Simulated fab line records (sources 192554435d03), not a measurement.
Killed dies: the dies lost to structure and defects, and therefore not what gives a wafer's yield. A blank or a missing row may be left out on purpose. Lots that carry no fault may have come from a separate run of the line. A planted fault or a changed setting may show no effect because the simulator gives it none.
fab line records	flow n5Finfet	part 2 of 2: steps 24 to 28 of 28
[record] lots = 5	wafers = 15	lastDay = 17
route steps=1938 shown BEOL_M4@1035
lots that met no fault: taken from a fault-free run of the same line
startH: hours from the record's first day to the start of the lot's first wafer shown	waitH: hours since the lot's step before	" identical to the entry in the row above	L1.1+2: one row covering several wafers at once	- no value, or no start was given	* or withheld: withheld	< > ~ a bound
route shown NAME@n: a module of which the file shows steps, and the number in the route of the first	usual: average and standard deviation across the fault-free wafers	same: alike in all rows	chamber/n: place in a boat	sites: per-site readings	_std_site: how widely they spread, as a standard deviation	_edge_site: outer sites' mean less inner sites'	radiusMm: how far each site lies from the wafer's centre	mask NAME#n: copy n	behind: the most recent tool/chamber to have shaped the wafer	hold: reason for holding the lot/hours on hold/outcome of the hold	device: whichever transistor did not switch (one of n, p or np)	end of line: tests of these same wafers at the route's end	where a step has no rows: the recipe by itself	killed: not the wafer's yield, but the dies lost to structure and defects at the first sort	map: dies across one wafer; x = killed, . = not, _ = none there
set.NAME: the setting that was run; set.NAME@STEP: the one run at that earlier step	model.NAME: the simulator's own value behind a step, which no gauge read
lots at some steps of the route; a table a step, a row a wafer
services: when a tool's chamber went out of use (startH, in hours from the record's first day, below 0 if earlier), for how many hours, and the reason
[[steps]]
[step N5_BEOL_M4_INSPECT_30]
[recipe] mode = adi	inspectInstrument = brightfield
[usual] rawDefectCount = 413/84
lot.wafer	tool	chamber	startH	waitH	rawDefectCount
L079.3	defectInspect-01	-	186.94	0.0	425
L079.4	"	-	"	"	464
L079.6	"	-	"	"	491
L080.2	defectInspect-01	-	214.96	0.0	378
L080.3	"	-	"	"	345
L080.4	"	-	"	"	289
L084.3	defectInspect-02	-	220.78	0.0	305
L084.4	"	-	"	"	251
L084.5	"	-	"	"	344
L088.3	defectInspect-02	-	241.28	0.0	336
L088.4	"	-	"	"	385
L088.5	"	-	"	"	428
L097.1	defectInspect-01	-	294.74	0.1	453
L097.5	"	-	"	"	469
L097.6	"	-	"	"	579
[step N5_BEOL_M4_DESCUM_33]
[recipe] chemistry = O2	timeS = 7	sourcePowerW = 50	biasPowerW = 20	pressureMtorr = 20	rfFrequencyHz = 2.712e+07	tempC = 40	resist = CAR-EUV	o2FlowSccm = 225
[usual] drypumpMotorCurrentA = 5.5/0.55	oesProductAu = 0.83/0.079	rfVppV = 243.6/1.4	showerheadPlenumPTorr = 2.12/0.07	throttleValvePct = 20.30/0.16
lot.wafer	tool	chamber	startH	waitH	drypumpMotorCurrentA	oesProductAu	rfHoursCounterH	rfVppV	showerheadPlenumPTorr	throttleValvePct
L079.3	rieDiel-02	3	186.98	0.0	4.7	0.73	199	243.0	2.07	20.38
L079.4	"	2	"	"	5.5	0.90	21	242.3	2.04	20.13
L079.6	"	1	"	"	4.9	0.82	-	242.1	2.11	20.22
L080.2	rieDiel-04	3	214.99	0.0	5.4	0.84	71	243.9	2.21	20.27
L080.3	"	0	"	"	5.8	0.95	13	244.1	2.05	20.26
L080.4	"	2	"	"	5.7	0.78	121	244.8	2.11	20.55
L084.3	rieDiel-04	0	220.81	0.0	5.8	0.93	15	242.8	2.05	20.26
L084.4	"	1	"	"	6.6	0.73	189	245.6	2.16	20.72
L084.5	"	3	"	"	5.4	0.84	-	245.7	2.21	20.28
L088.3	rieDiel-02	3	241.31	0.0	4.7	0.72	218	243.5	2.07	20.41
L088.4	"	0	"	"	6.3	0.90	29	244.0	2.23	20.23
L088.5	"	0	"	"	6.2	0.91	-	245.2	2.23	20.21
L097.1	rieDiel-04	2	294.81	0.1	5.7	0.75	140	242.1	2.10	20.59
L097.5	"	0	"	"	5.8	0.87	-	244.2	2.03	20.29
L097.6	"	2	"	"	5.7	0.76	-	243.7	2.10	20.59
[step N5_BEOL_M4_ETCH_77]
[recipe] chemistry = N2/H2	target = underlayer	targetDepthA = 65	maskMaterial = CAR-EUV	timeS = 5.2	ionEnergyEv = 200	pressureMtorr = 30	sourceW = 840	biasW = 150	n2FlowSccm = 200	h2FlowSccm = 200	ends = cleared
[usual] drypumpMotorCurrentA = 5.5/0.55	etchRfOnTimeS = 5.19/0.064	oesProductAu = 0.71/0.067	rfVppV = 524.9/2.6	showerheadPlenumPTorr = 2.58/0.082	throttleValvePct = 17.73/0.19
lot.wafer	tool	chamber	startH	waitH	drypumpMotorCurrentA	etchRfOnTimeS	oesProductAu	rfHoursCounterH	rfVppV	showerheadPlenumPTorr	throttleValvePct
L079.3	rieDiel-02	3	187.01	0.0	4.7	5.34	0.61	199	523.0	2.52	17.87
L079.4	"	2	"	"	5.5	5.33	0.76	21	522.9	2.49	17.61
L079.6	"	1	"	"	4.9	5.30	0.67	-	524.9	2.57	17.64
L080.2	rieDiel-04	3	215.03	0.0	5.4	5.10	0.71	71	528.7	2.69	17.60
L080.3	"	0	"	"	5.8	5.09	0.80	13	521.6	2.49	17.72
L080.4	"	2	"	"	5.7	5.06	0.67	121	525.4	2.56	17.94
L084.3	rieDiel-04	0	220.84	0.0	5.8	5.25	0.80	15	522.8	2.49	17.70
L084.4	"	1	"	"	6.7	5.28	0.61	189	526.9	2.63	18.24
L084.5	"	3	"	"	5.4	5.17	0.71	-	528.1	2.69	17.57
L088.3	rieDiel-02	3	241.34	0.0	4.7	5.22	0.63	218	520.2	2.51	17.92
L088.4	"	0	"	"	6.2	5.19	0.77	29	525.3	2.70	17.64
L088.5	"	0	"	"	6.2	5.16	0.78	-	527.6	2.70	17.61
L097.1	rieDiel-04	2	294.85	0.0	5.7	5.15	0.65	140	521.8	2.55	17.98
L097.5	"	0	"	"	5.9	5.22	0.74	-	520.8	2.48	17.77
L097.6	"	2	"	"	5.7	5.19	0.65	-	524.3	2.55	17.97
[step N5_BEOL_M4_ETCH_69]
[recipe] chemistry = CF4	target = SiARC	targetDepthA = 156	maskMaterial = CAR-EUV	timeS = 26	ionEnergyEv = 80	pressureMtorr = 40	sourceW = 545	biasW = 36	Ar_flow_sccm = 100	cf4FlowSccm = 100	ends = cleared
[usual] cf4FlowSccm = 100.0/0.33	drypumpMotorCurrentA = 5.5/0.55	etchRfOnTimeS = 25.9/0.37	oesProductAu = 0.71/0.068	rfVppV = 184.4/1.2	showerheadPlenumPTorr = 2.17/0.064	throttleValvePct = 15.49/0.19
lot.wafer	tool	chamber	startH	waitH	cf4FlowSccm	drypumpMotorCurrentA	etchRfOnTimeS	oesProductAu	rfHoursCounterH	rfVppV	showerheadPlenumPTorr	throttleValvePct
L079.3	rieDiel-02	3	187.03	0.0	100.5	4.7	26.3	0.62	199	184.5	2.13	15.67
L079.4	"	2	"	"	100.2	5.5	26.2	0.78	21	183.9	2.11	15.32
L079.6	"	1	"	"	100.4	4.9	26.0	0.70	-	185.9	2.16	15.41
L080.2	rieDiel-04	3	215.04	0.0	99.9	5.4	24.9	0.73	71	185.9	2.26	15.42
L080.3	"	0	"	"	100.6	5.8	25.3	0.80	13	184.6	2.10	15.43
L080.4	"	2	"	"	100.4	5.7	25.2	0.68	121	183.5	2.15	15.70
L084.3	rieDiel-04	0	220.86	0.0	100.4	5.8	25.3	0.81	15	184.4	2.10	15.44
L084.4	"	1	"	"	99.5	6.6	26.0	0.62	189	183.8	2.21	15.94
L084.5	"	3	"	"	100.2	5.4	25.4	0.72	-	185.0	2.25	15.43
L088.3	rieDiel-02	3	241.36	0.0	99.5	4.7	26.2	0.62	218	183.3	2.12	15.73
L088.4	"	0	"	"	99.7	6.2	25.8	0.78	29	185.0	2.27	15.34
L088.5	"	0	"	"	99.6	6.3	26.0	0.77	-	185.8	2.27	15.36
L097.1	rieDiel-04	2	294.86	0.0	100.0	5.7	25.8	0.65	140	184.0	2.14	15.73
L097.5	"	0	"	"	99.9	5.8	25.7	0.76	-	183.3	2.09	15.48
L097.6	"	2	"	"	99.9	5.7	25.7	0.65	-	184.4	2.14	15.73
[step N5_BEOL_M4_ALD_98]
[recipe] material = SiO2	targetThkA = 25	tempC = 100	aldPrecursorFamily = BDEAS	aldCoReactant = O2-plasma	pulseTimeS = 1	coReactantPulseTimeS = 1	purgeTimeS = 2	coReactantPurgeTimeS = 2	aldCycles = 17	pressureTorr = 2
[usual] chamberPressureTorr = 2.000/0.0046	heaterPowerOuterW = 39/4.8	heaterPowerW = 74/8.9	precursorPulseHeightRel = 1.001/0.019
lot.wafer	tool	chamber	startH	waitH	chamberPressureTorr	heaterPowerOuterW	heaterPowerW	precursorPulseHeightRel
L079.3	aldSin-03	2	187.21	0.2	2.002	37	75	0.996
L079.4	"	1	"	"	2.010	41	81	1.003
L079.6	"	1	"	"	2.005	41	82	0.991
L080.2	aldSin-04	3	215.13	0.1	2.005	50	95	0.969
L080.3	"	1	"	"	1.995	39	72	1.012
L080.4	"	0	"	"	2.001	40	73	0.992
L084.3	aldSin-02	0	220.94	0.1	2.015	34	63	0.997
L084.4	"	3	"	"	1.993	36	69	0.988
L084.5	"	3	"	"	2.000	36	70	1.006
L088.3	aldSin-03	1	241.44	0.1	1.992	40	82	1.016
L088.4	"	2	"	"	1.998	37	75	1.005
L088.5	"	2	"	"	2.004	37	71	0.998
L097.1	aldSin-03	3	295.23	0.3	2.008	31	63	0.998
L097.5	"	0	"	"	2.005	45	85	1.032
L097.6	"	3	"	"	2.002	32	62	0.996
[[services]]
tool	chamber	startH	hours	kind
euvScanner-01	-	171.61	1.6	repair
euvScanner-02	-	174.13	1.0	pm
rieMetal-02	1	175.71	1.0	repair
rieDiel-04	2	190.24	6.7	repair
rieMetal-02	-	190.94	2.8	pm
euvScanner-02	-	191.69	0.6	repair
rieDiel-03	3	197.34	29.9	repair
rieDiel-03	2	197.76	2.9	repair
rieDiel-03	0	199.70	6.3	repair
euvScanner-01	-	209.10	1.0	pm
rieMetal-03	0	212.50	9.5	repair
rieDiel-02	-	215.16	4.3	pm
euvScanner-02	-	215.67	1.0	pm
aldSin-03	-	223.08	6.0	pm
euvScanner-01	-	223.18	4.6	pm
rieDiel-02	2	225.53	14.6	repair
rieMetal-02	0	246.38	7.4	repair
rieMetal-02	-	261.59	17.4	repair
rieMetal-03	0	263.45	13.8	repair
euvScanner-01	-	265.25	1.0	pm
aldSin-03	-	268.39	14.0	pm
rieMetal-03	-	269.27	1.2	repair
euvScanner-02	-	271.82	1.0	pm
rieDiel-04	1	288.71	11.0	repair
